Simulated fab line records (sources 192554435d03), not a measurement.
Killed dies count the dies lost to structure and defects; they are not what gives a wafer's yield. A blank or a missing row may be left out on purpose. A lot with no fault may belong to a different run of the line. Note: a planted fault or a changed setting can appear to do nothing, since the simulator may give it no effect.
Chamber matching / flow n5Finfet / cvdCo-02 running N5_BEOL_M2_PRE_CLEAN_60: 3 sister chambers
The step time 15 s. 6 wafers are shown with their chamber, then 12 later ones without.

## WAFERS, EACH WITH ITS CHAMBER
wafer=L089.1; chamber=1; heaterPowerW (W)=72
wafer=L089.2; chamber=0; heaterPowerW (W)=77
wafer=L089.3; chamber=2; heaterPowerW (W)=86
wafer=L090.1; chamber=2; heaterPowerW (W)=89
wafer=L090.5; chamber=0; heaterPowerW (W)=77
wafer=L090.6; chamber=1; heaterPowerW (W)=71

## WAFERS WITH NO CHAMBER GIVEN
wafer=L091.1; heaterPowerW (W)=87
wafer=L091.3; heaterPowerW (W)=75
wafer=L091.6; heaterPowerW (W)=89
wafer=L093.3; heaterPowerW (W)=88
wafer=L093.5; heaterPowerW (W)=91
wafer=L093.6; heaterPowerW (W)=74
wafer=L095.1; heaterPowerW (W)=77
wafer=L095.2; heaterPowerW (W)=72
wafer=L095.4; heaterPowerW (W)=75
wafer=L096.4; heaterPowerW (W)=73
wafer=L096.5; heaterPowerW (W)=75
wafer=L096.6; heaterPowerW (W)=87

## THE CHAMBER EACH PASSED THROUGH
wafer=L091.1; from the rows above=2; in truth=2
wafer=L091.3; from the rows above=can't be placed: 0 or 1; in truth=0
wafer=L091.6; from the rows above=2; in truth=2
wafer=L093.3; from the rows above=2; in truth=2
wafer=L093.5; from the rows above=2; in truth=2
wafer=L093.6; from the rows above=can't be placed: 1 or 0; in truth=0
wafer=L095.1; from the rows above=0; in truth=0
wafer=L095.2; from the rows above=1; in truth=1
wafer=L095.4; from the rows above=can't be placed: 0 or 1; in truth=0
wafer=L096.4; from the rows above=can't be placed: 1 or 0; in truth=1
wafer=L096.5; from the rows above=can't be placed: 0 or 1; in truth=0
wafer=L096.6; from the rows above=2; in truth=2
7 of 12 placed correctly. These rows do not allow placing 5 (true chamber among the candidates in 5). 0 placed wrongly.
How it was worked out, from the rows above alone: a wafer's distance from a chamber is the root of the sum, over the readings, of the square of ((its reading less the chamber's mean) divided by the reading's scatter). If the next closest chamber is less than 2 further off than the closest, the wafer can't be placed; otherwise it belongs to the closest. Each chamber's mean is taken over the wafers shown for it. How the scatter is found: for the shown wafers, subtract from each reading the mean of its chamber, square and add these, divide the total by (wafers less chambers), then take the root.
